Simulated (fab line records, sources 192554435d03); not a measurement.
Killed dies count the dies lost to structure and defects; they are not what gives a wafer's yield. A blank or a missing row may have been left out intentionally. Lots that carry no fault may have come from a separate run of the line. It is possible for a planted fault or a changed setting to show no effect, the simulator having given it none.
fab line records	flow n5Finfet
[record] lots = 7	wafers = 21	lastDay = 17
route steps=1938 shown BEOL_M13@1659 BEOL_M15@1830 PASSIVATION@1936
lots untouched by any fault: they come from a run of this same line in which no faults occurred
startH: start of the lot's first displayed wafer, in hours after the record's first day	waitH: hours since the lot's step before	" same as the row above	L1.1+2: a single row standing in for several wafers	- either no value or no given start	* or withheld: withheld	< > ~ a bound
route shown NAME@n: NAME is a module with steps in the file, n the number in the route of the first one	usual: mean/standard deviation of fault-free wafers	same: alike in all rows	chamber/n: place in a boat	sites: readings site by site	_std_site: their standard deviation	_edge_site: the outer-site mean with the inner-site mean subtracted	radiusMm: how far each site lies from the wafer's centre	mask NAME#n: copy n	behind: the last tool/chamber to shape the wafer	hold: why the lot was held/for how many hours/how that ended	device: transistor that didn't switch, given as n, p or np	end of line: the same wafers' tests at the end of the route	a step without rows: its recipe alone	killed: dies that structure and defects cost at the first sort, which is not the same as the wafer's yield	map: the dies of a wafer, with x for killed, . for not killed, _ for no die there
set.NAME: the run value of the setting; set.NAME@STEP: its run value at that earlier step	model.NAME: the simulator's own value behind a step, which no gauge read
a sample of lots followed through the steps of the route, with each step as a table and each wafer as a row
services: when a tool's chamber went out of use (startH, in hours from the record's first day, below 0 if earlier), for how many hours, and the reason
[[steps]]
[step N5_BEOL_M13_ILD_DEP_00]
[recipe] material = SiOC	targetThkA = 8379.2	tempC = 350	precursor = DEMS/O2	pressureTorr = 5	rfW = 500	timeS = 166.4
[usual] heaterPowerW = 496/65	showerheadPlenumPTorr = 5.695/0.014	throttleValvePct = 12.1/0.54
[same] timeS = 166.4
lot.wafer	tool	chamber	startH	waitH	heaterPowerW	showerheadPlenumPTorr	throttleValvePct
L130.1	pecvd-03	1	244.56	0.0	475	5.717	11.8
L130.2	"	0	"	"	570	5.700	12.2
L130.4	"	0	"	"	608	5.703	12.2
L132.3	pecvd-01	0	248.07	0.0	558	5.695	13.1
L132.5	"	0	"	"	465	5.699	13.0
L132.6	"	2	"	"	521	5.678	11.7
L134.3	pecvd-03	1	277.82	0.0	484	5.718	11.8
L134.5	"	2	"	"	468	5.678	11.9
L134.6	"	1	"	"	506	5.722	12.0
L146.2	pecvd-01	0	342.54	0.0	533	5.694	13.4
L146.3	"	2	"	"	425	5.697	11.7
L146.5	"	1	"	"	429	5.692	12.6
L145.2	pecvd-02	2	342.81	0.0	444	5.698	11.4
L145.4	"	0	"	"	561	5.708	12.4
L145.5	"	1	"	"	427	5.683	11.7
L149.3	pecvd-02	0	360.60	0.0	551	5.691	12.2
L149.4	"	1	"	"	410	5.671	11.5
L149.5	"	0	"	"	569	5.690	12.3
L151.1	pecvd-02	1	371.78	0.0	415	5.693	11.6
L151.2	"	0	"	"	590	5.707	12.0
L151.3	"	2	"	"	432	5.692	11.6
[step N5_BEOL_M13_ETCH_68]
[recipe] chemistry = N2/H2	target = SOC	maskMaterial = SiARC	sourceW = 3000	biasW = 350	tempC = 40	timeS = 355	ionEnergyEv = 200	pressureMtorr = 30	n2FlowSccm = 200	h2FlowSccm = 200
[usual] biasW = 350.2/1.1	drypumpMotorCurrentA = 5.5/0.43	h2FlowSccm = 200.0/0.58	oesProductAu = 0.84/0.059	rfVppV = 524.9/2.6	showerheadPlenumPTorr = 2.58/0.094	throttleValvePct = 17.73/0.21
[same] timeS = 355
lot.wafer	tool	chamber	startH	waitH	biasW	drypumpMotorCurrentA	h2FlowSccm	oesProductAu	rfHoursCounterH	rfVppV	showerheadPlenumPTorr	throttleValvePct
L130.1	rieDiel-03	1	246.41	0.1	351.8	5.9	199.8	0.84	65	523.1	2.57	17.65
L130.2	"	2	"	"	348.8	5.4	199.6	0.81	105	528.7	2.67	18.04
L130.4	"	0	"	"	351.3	5.3	199.7	0.96	2	529.4	2.72	17.60
L132.3	rieDiel-01	3	250.36	0.1	350.5	5.4	200.6	0.84	70	525.3	2.58	17.69
L132.5	"	1	"	"	349.3	5.9	199.5	0.83	-	527.9	2.69	17.31
L132.6	"	2	"	"	350.6	5.5	199.5	0.93	-	523.8	2.50	17.60
L134.3	rieDiel-04	0	279.49	0.1	348.3	5.7	200.5	0.93	8	524.6	2.60	17.53
L134.5	"	0	"	"	348.7	5.7	200.7	0.93	-	525.5	2.60	17.55
L134.6	"	1	"	"	350.5	5.7	200.9	0.81	-	522.5	2.46	17.56
L146.2	rieDiel-03	2	344.49	0.1	350.1	5.4	199.7	0.78	131	526.8	2.66	18.10
L146.3	"	0	"	"	349.3	5.3	199.8	0.88	29	527.2	2.71	17.64
L146.5	"	3	"	"	350.7	4.7	200.8	0.81	-	521.7	2.46	17.98
L145.2	rieDiel-01	1	344.85	0.1	351.4	6.0	199.9	0.80	84	525.4	2.68	17.35
L145.4	"	2	"	"	350.2	5.5	200.2	0.89	41	522.8	2.49	17.65
L145.5	"	0	"	"	348.9	5.1	199.1	0.81	-	527.5	2.67	17.91
L149.3	rieDiel-04	3	362.66	0.1	349.8	6.5	199.7	0.97	3	529.4	2.71	17.45
L149.4	"	1	"	"	351.2	5.7	199.4	0.77	128	522.4	2.45	17.59
L149.5	"	2	"	"	349.2	5.8	200.5	0.90	-	524.4	2.59	17.59
L151.1	rieDiel-04	0	374.03	0.1	350.5	5.8	200.0	0.86	43	523.8	2.58	17.60
L151.2	"	3	"	"	348.2	6.6	200.5	0.94	6	526.5	2.71	17.46
L151.3	"	1	"	"	349.4	5.7	200.1	0.76	132	520.8	2.45	17.62
[step N5_BEOL_M13_ECD_47]
[recipe] material = Cu	targetThkA = 9360
lot.wafer	tool	chamber	startH	waitH
L130.1+2+4	ecdCu-02	1,0,0	248.51	0.1
L132.3+5+6	ecdCu-02	0,1,0	252.12	0.1
L134.3+5+6	ecdCu-02	1,0,1	282.25	0.1
L146.2+3+5	ecdCu-02	1,1,0	345.86	0.1
L145.2+4+5	ecdCu-02	1	347.70	0.1
L149.3+4+5	ecdCu-01	1,0,1	365.03	0.1
L151.1+2+3	ecdCu-01	1,0,1	376.72	0.1
[step N5_BEOL_M13_THK_MEAS_50]
[recipe] thkMeasGauge = xrf	reads = Cu_of_BEOL_M13_ECD_47
[usual] M13_THK = 422/6.4
lot.wafer	tool	chamber	startH	waitH	M13_THK[nm]
L130.1	filmMetro-02	-	249.58	-	425
L130.2	"	-	"	"	422
L130.4	"	-	"	"	438
L132.3	filmMetro-01	-	252.83	-	429
L132.5	"	-	"	"	425
L132.6	"	-	"	"	429
L134.3	filmMetro-01	-	282.96	-	417
L134.5	"	-	"	"	419
L134.6	"	-	"	"	419
L146.2	filmMetro-02	-	346.88	-	356
L146.3	"	-	"	"	433
L146.5	"	-	"	"	422
L145.2	filmMetro-02	-	348.45	-	351
L145.4	"	-	"	"	424
L145.5	"	-	"	"	424
L149.3	filmMetro-02	-	365.78	-	425
L149.4	"	-	"	"	413
L149.5	"	-	"	"	418
L151.1	filmMetro-01	-	377.57	-	424
L151.2	"	-	"	"	424
L151.3	"	-	"	"	421
[step N5_BEOL_M13_RS_MEAS_54]
[recipe] thkMeasGauge = four-point-probe	reads = Cu_of_BEOL_M13_ECD_47+Ta_of_BEOL_M13_SPUTTER_44+TaN_of_BEOL_M13_SPUTTER_43
[usual] M13_RS = 0.0446/0.00067
lot.wafer	tool	chamber	startH	waitH	M13_RS[ohm/sq]
L130.1	filmMetro-01	-	249.71	0.0	0.0444
L130.2	"	-	"	"	0.0448
L130.4	"	-	"	"	0.0431
L132.3	filmMetro-01	-	252.96	0.1	0.0438
L132.5	"	-	"	"	0.0444
L132.6	"	-	"	"	0.0438
L134.3	filmMetro-02	-	283.09	0.1	0.0452
L134.5	"	-	"	"	0.0447
L134.6	"	-	"	"	0.0450
L146.2	filmMetro-02	-	347.01	0.1	0.0538
L146.3	"	-	"	"	0.0437
L146.5	"	-	"	"	0.0447
L145.2	filmMetro-02	-	348.58	0.1	0.0534
L145.4	"	-	"	"	0.0441
L145.5	"	-	"	"	0.0440
L149.3	filmMetro-02	-	365.90	0.1	0.0442
L149.4	"	-	"	"	0.0455
L149.5	"	-	"	"	0.0450
L151.1	filmMetro-01	-	377.70	0.0	0.0446
L151.2	"	-	"	"	0.0442
L151.3	"	-	"	"	0.0448
[step N5_BEOL_M13_INSPECT_55]
[recipe] inspectInstrument = darkfield	mode = postDep
[usual] rawDefectCount = 72/28
lot.wafer	tool	chamber	startH	waitH	rawDefectCount
L130.1	defectInspect-02	-	249.73	0.0	61
L130.2	"	-	"	"	101
L130.4	"	-	"	"	75
L132.3	defectInspect-01	-	252.99	0.0	67
L132.5	"	-	"	"	57
L132.6	"	-	"	"	73
L134.3	defectInspect-01	-	283.12	0.0	21
L134.5	"	-	"	"	50
L134.6	"	-	"	"	62
L146.2	defectInspect-01	-	347.03	0.0	54
L146.3	"	-	"	"	90
L146.5	"	-	"	"	97
L145.2	defectInspect-02	-	348.61	0.0	63
L145.4	"	-	"	"	33
L145.5	"	-	"	"	40
L149.3	defectInspect-02	-	365.93	0.0	75
L149.4	"	-	"	"	76
L149.5	"	-	"	"	68
L151.1	defectInspect-02	-	377.73	0.0	55
L151.2	"	-	"	"	68
L151.3	"	-	"	"	109
[step N5_BEOL_M15_RC_MEAS_101]
[usual] COMB_M10 = 1.46e-11/2.9e-12	COMB_M10_max_site = 2.1e-11/4.5e-12	COMB_M11 = 1.52e-11/3e-12	COMB_M12 = 7.1e-12/1.2e-12	COMB_M14 = 4.4e-12/7.3e-13	COMB_M15 = 3.2e-12/6e-13	COMB_M5 = 3.7e-11/7.8e-12	COMB_M6 = 2.8e-11/5.6e-12	COMB_M6_max_site = 3.9e-11/8.4e-12	COMB_M7 = 2.6e-11/5.5e-12	COMB_M7_max_site = 3.8e-11/8.1e-12	COMB_M8 = 2.7e-11/5.5e-12	COMB_M9 = 1.55e-11/3e-12	SERP_M10 = 3.09/0.066	SERP_M11 = 3.05/0.068	SERP_M12 = 0.641/0.017	SERP_M13 = 0.306/0.0052	SERP_M13_max_site = 0.309/0.0053	SERP_M14 = 0.1613/0.003	SERP_M5 = 38.7/1.3	SERP_M6 = 13.8/0.43	SERP_M7 = 13.7/0.44	SERP_M8 = 14.0/0.43	SERP_M8_max_site = 14.7/0.56	SERP_M9 = 3.07/0.067
lot.wafer	tool	chamber	startH	waitH	COMB_M10[S/m]	COMB_M10_max_site[S/m]	COMB_M11[S/m]	COMB_M12[S/m]	COMB_M14[S/m]	COMB_M15[S/m]	COMB_M5[S/m]	COMB_M6[S/m]	COMB_M6_max_site[S/m]	COMB_M7[S/m]	COMB_M7_max_site[S/m]	COMB_M8[S/m]	COMB_M9[S/m]	SERP_M10[ohm/um]	SERP_M11[ohm/um]	SERP_M12[ohm/um]	SERP_M13[ohm/um]	SERP_M13_max_site[ohm/um]	SERP_M14[ohm/um]	SERP_M5[ohm/um]	SERP_M6[ohm/um]	SERP_M7[ohm/um]	SERP_M8[ohm/um]	SERP_M8_max_site[ohm/um]	SERP_M9[ohm/um]
L130.1	prober-01	0	262.17	0.6	1.17e-11	1.9e-11	1.24e-11	6.1e-12	6.2e-12	3.1e-12	3.6e-11	2.7e-11	5.3e-11	2.6e-11	3.3e-11	3.5e-11	2e-11	3.12	3.20	0.640	0.305	0.310	0.1576	38.8	13.4	13.8	14.3	15.3	3.11
L130.2	"	0	"	"	1.94e-11	2.5e-11	1.2e-11	1.1e-11	5e-12	2.7e-12	3.2e-11	2.1e-11	2.6e-11	2.6e-11	3.3e-11	3.5e-11	1.44e-11	3.24	3.10	0.647	0.304	0.311	0.1616	37.6	13.6	13.3	14.1	15.5	3.06
L130.4	"	0	"	"	1.25e-11	1.9e-11	1.02e-11	7e-12	5.5e-12	3.1e-12	3.1e-11	2e-11	4e-11	2.3e-11	3e-11	2.6e-11	1.33e-11	3.10	3.05	0.625	0.296	0.298	0.1619	38.4	13.3	14.2	14.6	15.0	3.02
L132.3	prober-02	0	264.07	0.3	9.6e-12	1.3e-11	1.83e-11	7.9e-12	6e-12	4e-12	4.1e-11	2e-11	2.7e-11	2.7e-11	4.4e-11	2.3e-11	1.55e-11	3.03	3.07	0.626	0.300	0.305	0.1585	38.1	13.8	13.6	13.8	14.2	2.99
L132.5	"	0	"	"	1.25e-11	1.9e-11	1.94e-11	9.2e-12	4.1e-12	3e-12	2.8e-11	1.8e-11	2.5e-11	3.4e-11	4.1e-11	2.1e-11	1.42e-11	2.99	3.08	0.644	0.304	0.308	0.1607	39.2	13.6	13.7	14.2	14.8	3.04
L132.6	"	0	"	"	1.73e-11	2.2e-11	1.82e-11	6.8e-12	5.9e-12	4e-12	3.6e-11	2.6e-11	3.6e-11	3.2e-11	6.2e-11	2.2e-11	1.99e-11	3.06	2.95	0.659	0.299	0.301	0.1609	37.5	14.1	13.8	13.8	14.5	3.08
L134.3	prober-01	0	301.43	0.3	9.7e-12	1.6e-11	1.83e-11	6.8e-12	3.2e-12	2.2e-12	3.4e-11	3.7e-11	5.4e-11	2.6e-11	3e-11	1.9e-11	2.45e-11	3.08	3.14	0.632	0.310	0.312	0.1700	39.0	14.1	14.6	14.4	14.6	2.95
L134.5	"	0	"	"	1.29e-11	1.7e-11	1.45e-11	6.6e-12	4e-12	2.8e-12	4.2e-11	2.4e-11	3.3e-11	2.2e-11	2.8e-11	2.1e-11	1.64e-11	3.12	3.08	0.626	0.307	0.309	0.1703	39.4	14.6	14.1	13.7	14.1	2.90
L134.6	"	0	"	"	1.26e-11	1.8e-11	1.74e-11	6e-12	3e-12	2.1e-12	3.7e-11	2.1e-11	3.8e-11	2.3e-11	3.2e-11	2.3e-11	1.53e-11	3.21	3.08	0.642	0.306	0.312	0.1645	40.2	13.4	14.2	13.6	14.6	3.05
L146.2	prober-01	0	359.64	0.2	1.55e-11	2.1e-11	1.37e-11	5.4e-12	3.7e-12	3.3e-12	2.5e-11	2.8e-11	3.7e-11	1.6e-11	3.2e-11	2.3e-11	2.32e-11	3.10	3.03	0.620	0.372	0.376	0.1616	36.4	13.8	14.3	14.1	14.5	3.07
L146.3	"	0	"	"	1.72e-11	2.2e-11	1.11e-11	7e-12	4.5e-12	3.3e-12	2.4e-11	2e-11	3e-11	2.3e-11	4e-11	3.1e-11	1.34e-11	3.04	3.03	0.642	0.300	0.303	0.1565	36.4	13.7	13.5	13.7	14.1	3.10
L146.5	"	0	"	"	1.75e-11	2.2e-11	1.72e-11	5.4e-12	3.1e-12	3e-12	2.5e-11	3.3e-11	4.7e-11	2e-11	3e-11	2.4e-11	1.72e-11	3.10	3.09	0.641	0.308	0.311	0.1613	35.4	14.0	14.0	13.6	14.2	2.89
L145.2	prober-02	0	366.93	0.2	1.13e-11	2e-11	1.8e-11	7.9e-12	4e-12	3.9e-12	3.2e-11	2.2e-11	3.2e-11	2.1e-11	2.7e-11	2.9e-11	1.25e-11	3.13	3.00	0.631	0.371	0.374	0.1596	40.2	14.2	13.1	13.8	14.1	3.06
L145.4	"	0	"	"	1.56e-11	2.2e-11	1.32e-11	1.09e-11	4.6e-12	3.1e-12	3.9e-11	3.1e-11	3.6e-11	2.6e-11	3.3e-11	2.4e-11	1.03e-11	3.04	3.02	0.634	0.302	0.306	0.1637	39.2	13.6	13.0	13.8	14.6	2.95
L145.5	"	0	"	"	1.93e-11	2.2e-11	1.46e-11	8.5e-12	4.4e-12	3.3e-12	3e-11	3.1e-11	4.2e-11	2e-11	4.4e-11	2.7e-11	1.51e-11	3.13	3.04	0.648	0.304	0.306	0.1612	38.7	14.6	13.9	13.4	14.7	3.09
L149.3	prober-02	0	377.53	0.3	1.32e-11	2.1e-11	1.32e-11	7.7e-12	4.5e-12	3.4e-12	3.8e-11	3.8e-11	5e-11	2.7e-11	4.3e-11	3.6e-11	1.81e-11	3.02	3.08	0.636	0.302	0.304	0.1630	40.1	14.0	13.1	14.2	14.8	3.12
L149.4	"	0	"	"	1.6e-11	2.1e-11	1.75e-11	6.6e-12	3.4e-12	2.9e-12	3.9e-11	3.5e-11	4.5e-11	3.3e-11	4.4e-11	2.9e-11	1.78e-11	3.13	2.99	0.640	0.315	0.319	0.1582	39.0	13.6	14.1	14.3	15.8	3.07
L149.5	"	0	"	"	1.47e-11	2.1e-11	1.37e-11	9.2e-12	4.4e-12	3.3e-12	3.1e-11	2.8e-11	5.1e-11	2.9e-11	3.4e-11	4.1e-11	1.08e-11	2.99	3.03	0.631	0.309	0.313	0.1625	40.0	13.4	13.9	13.8	14.4	3.08
L151.1	prober-02	0	390.31	0.0	1.43e-11	2.2e-11	1.04e-11	8.4e-12	5.1e-12	2.8e-12	3.9e-11	2.3e-11	3.3e-11	2.8e-11	4.1e-11	2.3e-11	1.63e-11	2.99	3.03	0.631	0.304	0.310	0.1597	37.4	14.1	12.9	14.1	14.6	3.11
L151.2	"	0	"	"	1.24e-11	1.4e-11	1.43e-11	8.6e-12	4.1e-12	3.5e-12	3.3e-11	2.3e-11	2.9e-11	2.3e-11	3.2e-11	2.1e-11	1.7e-11	3.10	3.10	0.639	0.302	0.305	0.1636	38.6	14.0	13.5	14.1	14.3	2.99
L151.3	"	0	"	"	1.52e-11	1.9e-11	1.1e-11	7.3e-12	4.9e-12	4e-12	3.6e-11	2.6e-11	3.5e-11	2.5e-11	2.7e-11	2.6e-11	1.65e-11	3.07	3.07	0.631	0.306	0.308	0.1625	38.3	14.1	13.6	14.2	14.6	3.07
// sites SERP_M13 radiusMm=0,75,75,75,75,140,140,140,140
L130.1 0.305 0.307 0.305 0.307 0.310 0.304 0.300 0.302 0.304
L132.3 0.298 0.300 0.301 0.300 0.299 0.301 0.305 0.299 0.301
L134.3 0.304 0.309 0.311 0.311 0.310 0.307 0.312 0.309 0.310
L146.2 0.365 0.372 0.371 0.372 0.372 0.368 0.376 0.371 0.372
L145.2 0.368 0.372 0.374 0.374 0.368 0.369 0.371 0.371 0.371
L149.3 0.302 0.300 0.303 0.304 0.302 0.302 0.299 0.299 0.298
L151.1 0.302 0.303 0.303 0.305 0.302 0.307 0.310 0.306 0.304
[step N5_PASSIVATION_PROBE_49]
[usual] defectLimitedYield = 91.1/1.3	killed_at_M0_to_M3 = 34/10	killed_at_M4_up = 14/5.7	killedAtContacts = 12/5.9	killedAtFrontEnd = 41/12	killedAtOther = 4/3.1	killedDies = 105/15	killedOpen = 69/11	killedShort = 35/7.8	sort_bin_5_function = 5.3/0.81	sort_bin_6_memory = 3.3/0.75	sortNPass = 1075/15	sortYieldPct = 91.1/1.3
[same] grossDies = 1180	killedAtBackSide = 0	sort_bin_4_leakage[%] = 0	sort_bin_8_speed[%] = 0
lot.wafer	tool	chamber	startH	waitH	defectLimitedYield[%]	killed_at_M0_to_M3	killed_at_M4_up	killedAtContacts	killedAtFrontEnd	killedAtOther	killedDies	killedOpen	killedShort	sort_bin_5_function[%]	sort_bin_6_memory[%]	sortNPass	sortYieldPct[%]
L145.5	prober-01	-	382.85	0.2	92.2	27	12	9	41	3	92	55	36	4.8	2.7	1088	92.2
// killed by level:class
L145.5 FIN_SAQP:geometricParticle:open=14 FIN_SAQP:geometricParticle:short=8 MOL_CONTACT_COAG:geometricParticle:open=8 GATE_CUT:geometricParticle:short=7 BEOL_M0_SAQP:geometricParticle:open=5 BEOL_M0_SAQP:geometricParticle:short=5 BEOL_M1:geometricParticle:open=5 DUMMY_GATE:geometricParticle:open=4
[[services]]
tool	chamber	startH	hours	kind
rieDiel-04	-	226.56	15.6	pm
ecdCu-01	-	238.54	2.6	repair
pecvd-01	-	240.01	0.7	repair
rieDiel-04	0	242.16	-	clean
rieDiel-04	0	242.16	-	consumableReplace:focusRing
rieDiel-04	0	242.16	16.1	scheduledDown
rieDiel-04	1	246.44	6.6	repair
rieDiel-04	2	248.61	3.7	repair
pecvd-03	-	255.30	4.5	repair
pecvd-02	-	256.26	0.7	repair
rieDiel-01	0	269.66	2.1	repair
pecvd-01	1	275.40	12.4	repair
rieDiel-01	0	275.75	4.7	repair
rieDiel-03	3	282.13	10.9	repair
ecdCu-01	-	283.32	1.8	repair
ecdCu-02	-	296.65	2.2	repair
rieDiel-03	-	298.97	15.6	pm
pecvd-01	0	310.41	16.1	repair
rieDiel-01	2	321.53	13.2	repair
rieDiel-04	1	326.25	8.7	repair
rieDiel-04	3	329.91	4.1	repair
rieDiel-04	2	347.19	1.6	repair
pecvd-03	-	354.52	5.5	pm
rieDiel-03	-	367.22	0.3	repair
[[key]]
[firstSign] step = N5_BEOL_M13_THK_MEAS_50	reading = M13_THK	direction = down	sigmas = 11	usual = 422	struck = 353
[effect] step = N5_BEOL_M13_RS_MEAS_54	reading = M13_RS	direction = up	sigmas = 13	usual = 0.0446	struck = 0.0536
[effect] step = N5_BEOL_M15_RC_MEAS_101	reading = SERP_M13	direction = up	sigmas = 13	usual = 0.306	struck = 0.371
metAt N5_BEOL_M13_ECD_47
struckLots L145,L146
struckWafers L145.2,L146.2
notActingAt N5_BEOL_M13_ILD_DEP_00,N5_BEOL_M13_ETCH_68,N5_BEOL_M13_INSPECT_55
onsetBetween 282.25 345.86
[fault] kind = processParameterDrift	tool = ecdCu-02	chamber = -	onsetH = 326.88	steps = N5_BEOL_M13_ECD_47	channel = targetThkA	offset = *	shape = step	endH = 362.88	scope = struckWafersOnly	actsIn = *	stated = *
